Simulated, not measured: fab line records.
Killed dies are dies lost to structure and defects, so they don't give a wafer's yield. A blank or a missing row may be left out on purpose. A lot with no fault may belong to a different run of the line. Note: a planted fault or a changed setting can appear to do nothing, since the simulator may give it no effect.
Split-lot study :: flow n5-finfet :: 21 wafers read from 7 lots, route of 1938 steps

== THE SPLIT ITSELF ==
At N5_BEOL_M9_TRENCH_ETCH_37 (etches SiCOH lowk in C4F6/O2, target depth 151.43 nm, time 49 s), the setting time-s was moved away from the recipe's 49 s on 11 of the 21 wafers read, by -13.8% to +18.1%. For the rest of the wafers, this setting stayed at what the recipe calls for.

== FROM THE SPLIT TO THE READING: what the file shows between them, 11 steps ==
- N5_BEOL_M9_ETCH_41: etches SiCN in CH3F/O2, target depth 36.6 nm, time 70.1 s
- N5_BEOL_M9_STRIP_80: strips in N2/H2, time 10 s
- N5_BEOL_M9_OCD_MEAS_38
- N5_BEOL_M9_HM_STRIP_39: strips TiN in peroxide tin strip, target depth 25 nm, time 158 s
- N5_BEOL_M9_SRD_40: time 30 s
- N5_BEOL_M9_ECD_50: material Cu, target thk 318 nm
- N5_BEOL_M9_ANNEAL_51: time 90 s
- N5_BEOL_M9_CMP_52: polishes, stops on SiCOH lowk, t overpolish 7 s, target thk 140 nm
- N5_BEOL_M9_THK_MEAS_53: measures by xrf
- N5_BEOL_M9_PRE_CLEAN_55: time 15 s
- N5_BEOL_M9_DEP_56: deposits SiCN from 3MS/NH3, target thk 15 nm, time 26.5 s

== THE READING ==
At N5_BEOL_M9_RS_MEAS_57, a four-point-probe measurement gives M9_RS in ohm/sq. Typical for fault-free wafers on this fab line: 0.153 ohm/sq, with standard deviation 0.0054 ohm/sq.

wafer: L081.1
tool, chamber at the split: rie-diel-03, 2
time-s as run, s: 56.2
against the recipe: +14.7%
M9_RS, ohm/sq: 0.128
against lot-mates on the recipe: -0.023

wafer: L081.3
tool, chamber at the split: rie-diel-03, 1
time-s as run, s: 49
against the recipe: recipe
M9_RS, ohm/sq: 0.151
against lot-mates on the recipe: -

wafer: L081.4
tool, chamber at the split: rie-diel-03, 0
time-s as run, s: 56.2
against the recipe: +14.7%
M9_RS, ohm/sq: 0.133
against lot-mates on the recipe: -0.018

wafer: L080.2
tool, chamber at the split: rie-diel-03, 1
time-s as run, s: 49
against the recipe: recipe
M9_RS, ohm/sq: 0.153
against lot-mates on the recipe: -

wafer: L080.4
tool, chamber at the split: rie-diel-03, 0
time-s as run, s: 42.26
against the recipe: -13.8%
M9_RS, ohm/sq: 0.193
against lot-mates on the recipe: +0.040

wafer: L080.6
tool, chamber at the split: rie-diel-03, 1
time-s as run, s: 42.26
against the recipe: -13.8%
M9_RS, ohm/sq: 0.186
against lot-mates on the recipe: +0.033

wafer: L082.2
tool, chamber at the split: rie-diel-02, 2
time-s as run, s: 49
against the recipe: recipe
M9_RS, ohm/sq: 0.153
against lot-mates on the recipe: -

wafer: L082.3
tool, chamber at the split: rie-diel-02, 1
time-s as run, s: 57.29
against the recipe: +16.9%
M9_RS, ohm/sq: 0.127
against lot-mates on the recipe: -0.026

wafer: L082.5
tool, chamber at the split: rie-diel-02, 2
time-s as run, s: 57.29
against the recipe: +16.9%
M9_RS, ohm/sq: 0.124
against lot-mates on the recipe: -0.029

wafer: L088.1
tool, chamber at the split: rie-diel-03, 1
time-s as run, s: 49
against the recipe: recipe
M9_RS, ohm/sq: 0.155
against lot-mates on the recipe: -

wafer: L088.3
tool, chamber at the split: rie-diel-03, 3
time-s as run, s: 49
against the recipe: recipe
M9_RS, ohm/sq: 0.157
against lot-mates on the recipe: -

wafer: L088.5
tool, chamber at the split: rie-diel-03, 3
time-s as run, s: 49
against the recipe: recipe
M9_RS, ohm/sq: 0.158
against lot-mates on the recipe: -

wafer: L091.2
tool, chamber at the split: rie-diel-02, 0
time-s as run, s: 42.42
against the recipe: -13.4%
M9_RS, ohm/sq: 0.166
against lot-mates on the recipe: +0.018

wafer: L091.3
tool, chamber at the split: rie-diel-02, 1
time-s as run, s: 42.42
against the recipe: -13.4%
M9_RS, ohm/sq: 0.190
against lot-mates on the recipe: +0.042

wafer: L091.4
tool, chamber at the split: rie-diel-02, 3
time-s as run, s: 49
against the recipe: recipe
M9_RS, ohm/sq: 0.148
against lot-mates on the recipe: -

wafer: L094.1
tool, chamber at the split: rie-diel-03, 2
time-s as run, s: 49
against the recipe: recipe
M9_RS, ohm/sq: 0.153
against lot-mates on the recipe: -

wafer: L094.3
tool, chamber at the split: rie-diel-03, 1
time-s as run, s: 49
against the recipe: recipe
M9_RS, ohm/sq: 0.158
against lot-mates on the recipe: -

wafer: L094.5
tool, chamber at the split: rie-diel-03, 0
time-s as run, s: 49
against the recipe: recipe
M9_RS, ohm/sq: 0.159
against lot-mates on the recipe: -

wafer: L097.3
tool, chamber at the split: rie-diel-01, 1
time-s as run, s: 57.87
against the recipe: +18.1%
M9_RS, ohm/sq: 0.125
against lot-mates on the recipe: no lot-mate on the recipe

wafer: L097.4
tool, chamber at the split: rie-diel-01, 0
time-s as run, s: 57.87
against the recipe: +18.1%
M9_RS, ohm/sq: 0.124
against lot-mates on the recipe: no lot-mate on the recipe

wafer: L097.6
tool, chamber at the split: rie-diel-01, 0
time-s as run, s: 57.87
against the recipe: +18.1%
M9_RS, ohm/sq: 0.122
against lot-mates on the recipe: no lot-mate on the recipe

FIT RESULTS
A straight line over all 21 wafers: M9_RS changes by -0.00186 ohm/sq for each +1% of time-s; r = -0.97; the points scatter about the line by 0.0057 ohm/sq.
The same after taking each lot's own level away (the mean of its wafers on the recipe; 18 wafers): -0.00193 ohm/sq for each +1%; r = -0.96; scatter 0.0061 ohm/sq.
On that fit, the largest move of time-s shifts the reading by 0.035 ohm/sq.
Measured against the standard deviation above, the lots' own levels, which go from 0.1480 to 0.1567 ohm/sq, span 1.6 times it.
Consequently the slope shifts little with the lot-to-lot level, the two slopes agreeing.
Check: for one of the wafers moved furthest among these (+16.9%), held out of the fit, the line's prediction against its lot-mates is -0.0307 ohm/sq. It came out at -0.026 ohm/sq against them.

== OTHER SPLITS APPLIED TO THESE WAFERS ==
Note: prior to the reading, these wafers also went through further splits. Each is held against what the fit with the lots' levels taken away leaves over:
other split on the same wafers: N5_BEOL_M8_DEVELOP_10 develop-time-s
wafers away from the commonest value: 10
r with M9_RS (lot level and that fit taken away): -0.16

== THE WHOLE CHAIN: every reading that the file lists as answering this split, in the file's order ==
step: N5_BEOL_M9_TRENCH_ETCH_37
what it does: etches SiCOH lowk in C4F6/O2, target depth 151.43 nm, time 49 s
reading: etch.depth-nm (the simulator's own value, which no gauge read)
change (the file's fit): +1.51 nm for each +1% of the setting
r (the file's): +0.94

step: N5_BEOL_M9_TRENCH_ETCH_37
what it does: etches SiCOH lowk in C4F6/O2, target depth 151.43 nm, time 49 s
reading: BEOL_M9.feature-depth-nm (the simulator's own value, which no gauge read)
change (the file's fit): +1.51 nm for each +1% of the setting
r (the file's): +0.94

step: N5_BEOL_M9_OCD_MEAS_38
what it does: 
reading: trench-depth-nm
change (the file's fit): +1.51 nm for each +1% of the setting
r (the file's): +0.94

step: N5_BEOL_M9_CMP_52
what it does: polishes, stops on SiCOH lowk, t overpolish 7 s, target thk 140 nm
reading: Cu_of_BEOL_M9_ECD_50.thk-nm (the simulator's own value, which no gauge read)
change (the file's fit): +1.57 nm for each +1% of the setting
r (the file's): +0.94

step: N5_BEOL_M9_THK_MEAS_53
what it does: measures by xrf
reading: M9_THK
change (the file's fit): +1.58 for each +1% of the setting
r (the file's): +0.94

step: N5_BEOL_M9_RS_MEAS_57
what it does: measures by four-point-probe
reading: M9_RS
change (the file's fit): -0.00191 for each +1% of the setting
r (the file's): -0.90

== THE FILE'S OWN FIT ==
M9_RS changes by -0.00191 ohm/sq for each +1% of time-s, r = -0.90.
